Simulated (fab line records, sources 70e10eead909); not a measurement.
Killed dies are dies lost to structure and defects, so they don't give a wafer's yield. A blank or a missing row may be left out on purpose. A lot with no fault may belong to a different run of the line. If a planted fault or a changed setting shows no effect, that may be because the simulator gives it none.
Chamber matching | flow nand_harc | NHARC_A_CHANNEL_HOLE_D2_DESCUM_15 on rie_diel-08: 4 sister chambers
The step chemistry O2, time 3 s. 4 wafers are shown with their chamber, then 8 later ones without.

## WAFERS, EACH WITH ITS CHAMBER
wafer  | chamber | oes_product_au (a.u.)
L079.2 | 1       | 0.989
L086.2 | 2       | 1.003
L086.5 | 3       | 1.023
L089.1 | 0       | 0.990

## WAFERS WHOSE CHAMBER IS MISSING
wafer  | oes_product_au (a.u.)
L089.2 | 1.011
L089.4 | 1.017
L092.1 | 0.989
L092.3 | 1.017
L092.4 | 0.993
L097.3 | 0.994
L097.5 | 1.003
L097.6 | 1.021

## THE CHAMBER EACH PASSED THROUGH
wafer  | from the rows above          | in truth
L089.2 | can't be placed: 2 or 3      | 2
L089.4 | can't be placed: 3 or 2      | 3
L092.1 | can't be placed: 1 or 0      | 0
L092.3 | can't be placed: 3 or 2      | 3
L092.4 | can't be placed: 0 or 1 or 2 | 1
L097.3 | can't be placed: 0 or 1 or 2 | 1
L097.5 | 2                            | 2
L097.6 | 3                            | 3
Placed correctly: 2 of 8. Not placeable from these rows: 6 (in 6, the candidates include the true chamber). 0 placed wrongly.
How it was worked out, from the rows above alone: a wafer's distance from a chamber is the root of the sum, over the readings, of the square of ((its reading less the chamber's mean) divided by the reading's scatter). The wafer belongs to the nearest chamber; if the next one is less than 2 further off, it can't be placed. The mean given for a chamber averages the wafers shown for that chamber. The scatter (one wafer shown for each chamber): square how far every hidden wafer sits from the nearest shown wafer, average those squares and take the square root.
